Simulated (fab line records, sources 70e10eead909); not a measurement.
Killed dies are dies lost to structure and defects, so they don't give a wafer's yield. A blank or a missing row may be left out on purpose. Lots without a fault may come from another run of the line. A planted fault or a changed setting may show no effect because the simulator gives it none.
Chamber matching | flow nand_harc | NHARC_A_ONON_D1_DEP_33 on pecvd-01: 3 sister chambers
The step deposits SiO2, target thk 200 nm. 6 wafers are shown with their chamber, then 10 later ones without.

WAFERS WITH THEIR CHAMBER
wafer  | chamber | heater_power_w (W) | throttle_valve_pct (%)
L085.5 | 2       | 517                | 15.7
L091.1 | 0       | 686                | 15.8
L091.4 | 0       | 679                | 15.7
L091.6 | 1       | 552                | 14.9
L093.1 | 1       | 524                | 14.7
L093.3 | 2       | 494                | 16.0

WAFERS WITHOUT THEIR CHAMBER
wafer  | heater_power_w (W) | throttle_valve_pct (%)
L093.4 | 530                | 15.0
L094.3 | 588                | 15.6
L094.5 | 516                | 14.9
L094.6 | 612                | 16.1
L095.1 | 468                | 16.1
L095.2 | 465                | 14.8
L095.3 | 597                | 15.5
L096.2 | 679                | 15.9
L096.4 | 529                | 14.8
L096.6 | 510                | 16.3

WHICH CHAMBER EACH WENT THROUGH
wafer  | from the rows above          | in truth
L093.4 | 1                            | 1
L094.3 | can't be placed: 2 or 1 or 0 | 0
L094.5 | 1                            | 1
L094.6 | 0                            | 0
L095.1 | 2                            | 2
L095.2 | 1                            | 1
L095.3 | can't be placed: 0 or 1 or 2 | 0
L096.2 | 0                            | 0
L096.4 | 1                            | 1
L096.6 | 2                            | 2
Placed correctly: 8 of 10. Can't be placed from these rows: 2 (the true chamber is among the candidates in 2). Placed wrongly: 0.
How it was worked out, from the rows above alone: a wafer's distance from a chamber is the root of the sum, over the readings, of the square of ((its reading less the chamber's mean) divided by the reading's scatter). The wafer belongs to the nearest chamber; if the next one is less than 2 further off, it can't be placed. A chamber's mean is the mean of its shown wafers. The scatter: the root of (the sum of the squares of (reading less its chamber's mean) over the shown wafers, divided by (wafers less chambers)).
